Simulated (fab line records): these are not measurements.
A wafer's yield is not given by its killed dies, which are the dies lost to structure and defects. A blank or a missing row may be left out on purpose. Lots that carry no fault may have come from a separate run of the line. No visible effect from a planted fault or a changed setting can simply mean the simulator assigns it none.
fab line records	flow n5-finfet
record lots=11	wafers=31	last-day=18
route steps=1938 shown PMOS_HMC_CHANNEL_EPI@67 FIN_SAQP@98 PASSIVATION@1936
lots untouched by any fault: they come from a run of this same line in which no faults occurred
start-h: hours from the record's opening day to when the first of the lot's shown wafers began	wait-h: hours since the lot's step before	" identical to the entry in the row above	L1.1+2: one row covering several wafers at once	- either no value or no given start	* or withheld: withheld	< > ~ a bound
route shown NAME@n: NAME is a module with steps in the file, n the number in the route of the first one	usual: mean and standard deviation over wafers with no fault	same: alike in all rows	chamber/n: place in a boat	sites: readings site by site	_std_site: the standard deviation of these	_edge_site: inner sites' mean taken away from outer sites' mean	radius-mm: for every site, how far away it sits from the centre of the wafer	mask NAME#n: copy n	behind: tool/chamber where the wafer was last shaped	hold: what put the lot on hold/how long, in hours/how the hold closed	device: whichever transistor did not switch (one of n, p or np)	end of line: at the end of the route, the tests of the same wafers	for a step that has no rows: nothing shown but its recipe	killed: dies lost to structure and defects at the first sort, not the wafer's yield	map: a wafer's dies, x killed, . not, _ none there
set.NAME: setting as actually run; set.NAME@STEP: the setting as run at that earlier step	model.NAME: the simulator's own value behind a step, which no gauge read
a sample of lots followed through the steps of the route, with each step as a table and each wafer as a row
services: the hour from which a tool's chamber was out of use, counted from the record's first day as start-h (under 0 if before that day), plus the number of hours and why
## steps
# step N5_PMOS_HMC_CHANNEL_EPI_INSPECT_11
# recipe mode=adi	inspect-instrument=macro
# usual raw-defect-count=2.1/1.4
lot.wafer	tool	chamber	start-h	wait-h	raw-defect-count
L220.3	defect-inspect-02	-	19.10	0.0	4
L220.4	"	-	"	"	1
L220.5	"	-	"	"	2
L222.1	defect-inspect-01	-	29.38	0.0	1
L222.2	"	-	"	"	3
L222.4	"	-	"	"	1
L224.2	defect-inspect-02	-	41.63	0.0	1
L224.3	"	-	"	"	0
L224.6	"	-	"	"	2
L229.4	defect-inspect-02	-	71.41	0.0	1
L229.5	"	-	"	"	2
L229.6	"	-	"	"	3
L230.2	defect-inspect-01	-	77.26	0.0	1
L230.4	"	-	"	"	1
L230.6	"	-	"	"	1
L232.1	defect-inspect-02	-	90.95	0.0	2
L232.4	"	-	"	"	3
L232.6	"	-	"	"	2
L234.1	defect-inspect-01	-	101.27	0.0	1
L234.3	"	-	"	"	0
L234.4	"	-	"	"	2
L235.4	defect-inspect-02	-	107.40	0.0	2
L235.5	"	-	"	"	4
L235.6	"	-	"	"	3
L239.4	defect-inspect-01	-	132.69	0.0	2
L239.6	"	-	"	"	0
L242.4	defect-inspect-01	-	150.65	0.0	4
L242.6	"	-	"	"	4
L243.2	defect-inspect-01	-	156.04	0.2	1
L243.3	"	-	"	"	1
L243.5	"	-	"	"	4
# step N5_PMOS_HMC_CHANNEL_EPI_HM_OPEN_15
# recipe chemistry=CHF3/O2	target=SiO2	mask-material=CAR-ArF-block	target-depth-a=406	CHF3_flow_sccm=50	O2_flow_sccm=5	Ar_flow_sccm=200	time-s=20.3	pressure-mtorr=30	source-w=650	bias-w=170	ion-energy-ev=200
# usual bias-w=170.0/0.52	drypump-motor-current-A=5.7/0.42	oes-product-au=0.78/0.082	rf-vpp-V=521/8.8	showerhead-plenum-p-Torr=2.41/0.085	throttle-valve-pct=18.95/0.18
lot.wafer	tool	chamber	start-h	wait-h	bias-w	drypump-motor-current-A	oes-product-au	rf-hours-counter-h	rf-vpp-V	showerhead-plenum-p-Torr	throttle-valve-pct
L220.3	rie-diel-04	3	19.27	0.0	169.4	6.1	0.71	225	522	2.39	19.16
L220.4	"	2	"	"	170.4	5.5	0.68	215	515	2.48	19.05
L220.5	"	0	"	"	170.4	6.4	0.83	-	530	2.27	18.95
L222.1	rie-diel-03	2	29.49	0.0	169.5	5.7	0.95	8	517	2.45	18.75
L222.2	"	1	"	"	170.0	5.8	0.72	214	519	2.49	19.13
L222.4	"	3	"	"	170.6	6.3	0.88	53	510	2.56	18.91
L224.2	rie-diel-03	2	41.89	0.0	170.7	5.7	0.94	11	518	2.45	18.76
L224.3	"	1	"	"	169.6	5.8	0.72	219	518	2.49	19.14
L224.6	"	0	"	"	169.6	5.4	0.76	-	524	2.42	19.25
L229.4	rie-diel-02	3	71.77	0.0	170.1	5.5	0.76	122	541	2.42	18.83
L229.5	"	0	"	"	169.8	5.0	0.82	-	511	2.24	18.94
L229.6	"	1	"	"	170.3	5.2	0.66	-	517	2.37	18.86
L230.2	rie-diel-03	0	77.71	0.0	168.6	5.4	0.74	152	524	2.41	19.25
L230.4	"	1	"	"	169.1	5.8	0.70	231	518	2.49	19.18
L230.6	"	3	"	"	169.7	6.3	0.84	-	510	2.55	18.95
L232.1	rie-diel-02	0	91.06	0.0	171.0	5.0	0.81	122	511	2.24	18.97
L232.4	"	3	"	"	170.1	5.5	0.75	-	540	2.41	18.86
L232.6	"	2	"	"	170.8	5.8	0.70	-	531	2.40	18.79
L234.1	rie-diel-02	2	101.68	0.0	169.7	5.7	0.69	202	532	2.39	18.81
L234.3	"	3	"	"	170.8	5.5	0.75	137	541	2.41	18.86
L234.4	"	1	"	"	170.5	5.2	0.95	4	516	2.37	18.49
L235.4	rie-diel-02	0	107.51	0.0	169.8	5.0	0.81	127	511	2.24	18.99
L235.5	"	3	"	"	169.3	5.5	0.75	-	543	2.41	18.88
L235.6	"	2	"	"	169.2	5.7	0.72	-	533	2.39	18.82
L239.4	rie-diel-03	0	132.82	0.0	169.4	5.4	0.74	169	523	2.41	19.29
L239.6	"	2	"	"	170.6	5.7	0.88	-	517	2.44	18.80
L242.4	rie-diel-03	0	150.79	0.0	170.7	5.4	0.74	-	524	2.41	19.30
L242.6	"	2	"	"	168.9	5.7	0.88	-	516	2.44	18.81
L243.2	rie-diel-03	0	156.26	0.0	170.6	5.4	0.73	177	523	2.40	19.30
L243.3	"	3	"	"	170.5	6.3	0.83	93	509	2.54	18.99
L243.5	"	2	"	"	170.1	5.7	0.86	-	518	2.44	18.82
# step N5_PMOS_HMC_CHANNEL_EPI_FIN_RECESS_16
# recipe chemistry=HBr/Cl2	target=Si	mask-material=SiO2	target-depth-a=540	time-s=18	pressure-mtorr=10	icp-w=800	bias-w=75	HBr_flow_sccm=150	Cl2_flow_sccm=80
# usual bias-w=75.01/0.22	drypump-motor-current-A=5.9/0.44	oes-product-au=0.995/0.02	throttle-valve-pct=35.5/0.32
lot.wafer	tool	chamber	start-h	wait-h	bias-w	drypump-motor-current-A	oes-product-au	rf-hours-counter-h	throttle-valve-pct
L220.3	rie-si-01	0	19.65	0.0	74.75	5.4	1.025	37	35.6
L220.4	"	2	"	"	75.17	6.2	0.986	194	35.7
L220.5	"	3	"	"	74.99	6.5	0.965	-	36.0
L222.1	rie-si-02	0	29.87	0.0	75.17	6.0	1.025	17	35.3
L222.2	"	3	"	"	74.70	6.1	1.026	103	35.4
L222.4	"	3	"	"	74.91	6.1	1.020	-	35.4
L224.2	rie-si-02	1	42.31	0.0	75.21	6.2	0.983	20	34.8
L224.3	"	3	"	"	75.16	6.1	1.006	103	35.4
L224.6	"	2	"	"	74.69	5.2	0.976	-	35.2
L229.4	rie-si-01	2	72.15	0.0	74.94	6.2	0.980	195	35.7
L229.5	"	3	"	"	75.08	6.5	0.982	-	36.0
L229.6	"	2	"	"	75.33	6.2	0.981	-	35.7
L230.2	rie-si-01	0	78.09	0.0	75.22	5.4	1.029	38	35.6
L230.4	"	3	"	"	74.81	6.5	0.973	73	36.0
L230.6	"	3	"	"	74.92	6.5	0.972	-	36.0
L232.1	rie-si-04	0	91.44	0.0	74.99	5.8	0.973	153	35.5
L232.4	"	2	"	"	75.36	5.9	0.982	3	35.7
L232.6	"	1	"	"	74.97	6.5	0.991	-	35.4
L234.1	rie-si-04	3	102.06	0.0	75.07	6.0	0.997	6	35.0
L234.3	"	2	"	"	75.27	5.9	0.989	3	35.7
L234.4	"	1	"	"	75.22	6.5	0.999	48	35.4
L235.4	rie-si-02	3	107.89	0.0	75.37	6.1	1.017	104	35.4
L235.5	"	2	"	"	75.12	5.2	0.973	-	35.2
L235.6	"	1	"	"	75.22	6.1	0.995	-	34.8
L239.4	rie-si-02	2	133.23	0.0	74.97	5.2	0.974	153	35.2
L239.6	"	2	"	"	74.97	5.2	0.969	-	35.2
L242.4	rie-si-02	1	151.35	0.0	75.10	6.2	0.983	21	34.8
L242.6	"	3	"	"	75.06	6.1	1.021	-	35.4
L243.2	rie-si-02	2	156.64	0.0	75.11	5.2	0.978	154	35.2
L243.3	"	1	"	"	74.92	6.2	0.990	22	34.8
L243.5	"	3	"	"	75.14	6.1	1.019	-	35.4
# step N5_PMOS_HMC_CHANNEL_EPI_THK_MEAS_22
# recipe reads=SiGe30_of_PMOS_HMC_CHANNEL_EPI_EPI_20
# usual HMC_CMP_THK=54.3/0.8
lot.wafer	tool	chamber	start-h	wait-h	HMC_CMP_THK[nm]
L220.3	film-metro-01	-	21.45	-	55.4
L220.4	"	-	"	"	54.1
L220.5	"	-	"	"	53.8
L222.1	film-metro-02	-	31.69	-	54.7
L222.2	"	-	"	"	55.6
L222.4	"	-	"	"	55.6
L224.2	film-metro-02	-	44.11	-	53.6
L224.3	"	-	"	"	54.2
L224.6	"	-	"	"	54.3
L229.4	film-metro-02	-	73.96	-	57.8
L229.5	"	-	"	"	57.8
L229.6	"	-	"	"	57.2
L230.2	film-metro-02	-	79.89	-	58.4
L230.4	"	-	"	"	56.7
L230.6	"	-	"	"	56.9
L232.1	film-metro-01	-	93.24	-	53.2
L232.4	"	-	"	"	54.9
L232.6	"	-	"	"	54.1
L234.1	film-metro-01	-	103.86	-	55.2
L234.3	"	-	"	"	54.5
L234.4	"	-	"	"	54.4
L235.4	film-metro-01	-	109.70	-	55.4
L235.5	"	-	"	"	54.4
L235.6	"	-	"	"	54.2
L239.4	film-metro-01	-	135.06	-	54.6
L239.6	"	-	"	"	53.8
L242.4	film-metro-02	-	153.16	-	53.9
L242.6	"	-	"	"	55.7
L243.2	film-metro-02	-	158.45	-	54.8
L243.3	"	-	"	"	53.9
L243.5	"	-	"	"	54.8
# step N5_FIN_SAQP_PECVD_47
# recipe material=a-Si	target-thk-a=450	temp-c=400	precursor=SiH4/He	pressure-torr=3	rf-w=100	time-s=36.3
# usual heater-power-outer-w=512/66	heater-power-w=843/80	showerhead-plenum-p-Torr=5.66/0.057	showerhead-vpp-V=608/33	throttle-valve-pct=18.2/0.98
lot.wafer	tool	chamber	start-h	wait-h	heater-power-outer-w	heater-power-w	showerhead-plenum-p-Torr	showerhead-vpp-V	throttle-valve-pct
L220.3	pecvd-03	0	22.87	0.0	468	780	5.70	580	18.7
L220.4	"	1	"	"	528	824	5.74	649	18.3
L220.5	"	2	"	"	560	957	5.64	623	17.0
L222.1	pecvd-03	0	32.92	0.0	470	816	5.71	577	18.7
L222.2	"	1	"	"	564	882	5.75	642	18.6
L222.4	"	2	"	"	546	899	5.67	606	16.9
L224.2	pecvd-01	0	45.29	0.0	592	888	5.64	621	17.2
L224.3	"	1	"	"	414	743	5.57	616	19.9
L224.6	"	2	"	"	609	1040	5.61	529	18.6
L229.4	pecvd-02	2	75.13	0.1	512	797	5.66	585	15.8
L229.5	"	0	"	"	523	817	5.63	654	17.5
L229.6	"	1	"	"	490	810	5.71	615	19.1
L230.2	pecvd-01	0	81.17	0.0	511	802	5.65	615	17.1
L230.4	"	2	"	"	575	990	5.60	530	18.4
L230.6	"	0	"	"	513	804	5.64	620	17.3
L232.1	pecvd-01	0	94.63	0.0	593	891	5.65	615	17.4
L232.4	"	0	"	"	622	915	5.65	614	17.3
L232.6	"	2	"	"	515	904	5.59	536	18.6
L234.1	pecvd-03	2	105.29	0.0	584	997	5.65	615	17.2
L234.3	"	1	"	"	511	785	5.74	658	18.8
L234.4	"	0	"	"	477	816	5.71	588	18.8
L235.4	pecvd-01	1	110.88	0.1	391	704	5.57	623	19.8
L235.5	"	0	"	"	605	888	5.64	625	17.2
L235.6	"	2	"	"	526	889	5.59	537	18.7
L239.4	pecvd-03	2	137.91	0.1	481	821	5.64	604	17.2
L239.6	"	0	"	"	448	815	5.71	587	18.7
L242.4	pecvd-01	1	154.32	0.1	401	745	5.57	618	19.8
L242.6	"	2	"	"	609	982	5.61	533	18.6
L243.2	pecvd-02	2	159.65	0.0	529	800	5.65	588	15.8
L243.3	"	0	"	"	453	716	5.64	654	17.6
L243.5	"	1	"	"	511	837	5.72	622	18.9
# step N5_PASSIVATION_PROBE_49
# usual killed_at_M0_to_M3=31/11	killed_at_M4_up=14/5.1	killed-at-contacts=12/5.6	killed-at-front-end=42/12	killed-at-other=3.8/2.9	killed-dies=103/18	killed-open=67/14	killed-short=33/8
# same gross-dies=1180	killed-at-back-side=0
lot.wafer	tool	chamber	start-h	wait-h	killed_at_M0_to_M3	killed_at_M4_up	killed-at-contacts	killed-at-front-end	killed-at-other	killed-dies	killed-open	killed-short
L229.4	prober-02	-	349.86	2.6	8	12	7	44	6	77	45	31
L229.5	prober-02	-	349.91	2.6	14	21	4	41	12	92	58	30
L229.6	prober-02	-	349.96	2.7	13	14	9	42	3	81	50	30
# killed by level:class
L229.4 FIN_SAQP:geometric-particle:open=8 FIN_SAQP:geometric-particle:short=6 STI_FIN_REVEAL:geometric-particle:open=6 GATE_CUT:geometric-particle:short=6 MOL_CONTACT_COAG:geometric-particle:open=6 DUMMY_GATE:geometric-particle:short=4 DUMMY_GATE:geometric-particle:open=4 BEOL_M5:geometric-particle:open=4
L229.5 FIN_SAQP:geometric-particle:open=8 DUMMY_GATE:geometric-particle:open=8 FIN_SAQP:geometric-particle:short=7 BEOL_M4:geometric-particle:open=7 BEOL_M5:geometric-particle:open=6 PAD_METAL:geometric-particle:short=4 GATE_CUT:geometric-particle:short=3 BEOL_M0_SAQP:geometric-particle:open=3
L229.6 FIN_SAQP:geometric-particle:open=11 FIN_SAQP:geometric-particle:short=9 MOL_CONTACT_COAG:geometric-particle:open=8 DUMMY_GATE:geometric-particle:open=4 BEOL_M1:geometric-particle:open=4 BEOL_M4:geometric-particle:open=4 STI_FIN_REVEAL:geometric-particle:open=3 GATE_CUT:geometric-particle:short=3
## services
tool	chamber	start-h	hours	kind
pecvd-02	0	-3.61	6.6	repair
rie-si-01	-	0.86	2.8	pm
pecvd-01	2	25.44	5.5	scheduled-down
rie-si-02	1	27.49	3.1	repair
rie-diel-02	3	27.58	6.2	repair
rie-diel-03	2	32.31	2.2	repair
pecvd-02	-	40.01	0.6	repair
rie-si-04	-	46.61	1.2	repair
rie-diel-04	-	69.57	28.1	pm
rie-diel-02	1	73.75	-	clean
rie-diel-02	1	73.75	-	consumable-replace:focus-ring
pecvd-01	2	81.98	10.8	repair
pecvd-02	-	92.09	3.4	repair
rie-diel-02	-	102.59	2.8	pm
pecvd-03	-	122.25	2.5	repair
rie-si-01	1	123.29	8.5	repair
pecvd-01	-	132.82	0.8	repair
pecvd-03	-	133.85	2.2	repair
rie-diel-03	1	144.94	3.3	repair
rie-diel-03	1	148.25	-	clean
rie-diel-03	1	148.25	-	consumable-replace:esc
rie-diel-03	1	148.25	-	consumable-replace:focus-ring
rie-diel-03	1	148.25	23.6	scheduled-down
rie-diel-03	1	148.25	23.6	vent-cycle
## key
first-sign step=N5_PMOS_HMC_CHANNEL_EPI_THK_MEAS_22	reading=HMC_CMP_THK	direction=up	sigmas=4	usual=54.3	struck=57.5
effect none on later readings
met-at N5_PMOS_HMC_CHANNEL_EPI_FIN_RECESS_16
struck-lots L229,L230
tester-left-out L229,L230
not-acting-at N5_PMOS_HMC_CHANNEL_EPI_INSPECT_11,N5_PMOS_HMC_CHANNEL_EPI_HM_OPEN_15,N5_FIN_SAQP_PECVD_47
onset-between 19.65 72.15
fault kind=process-parameter-drift	tool=rie-si-01	chamber=-	onset-h=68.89	steps=N5_PMOS_HMC_CHANNEL_EPI_FIN_RECESS_16	channel=time-s	offset=*	shape=step	acts-in=*	stated=*
# tester-left-out: of these lots the tester's yield and bins aren't shown, on N5 and GAA mostly nor the transistor test; their killed dies are dies lost to structure and defects alone, not to doping, threshold or leakage, so they don't give the yield
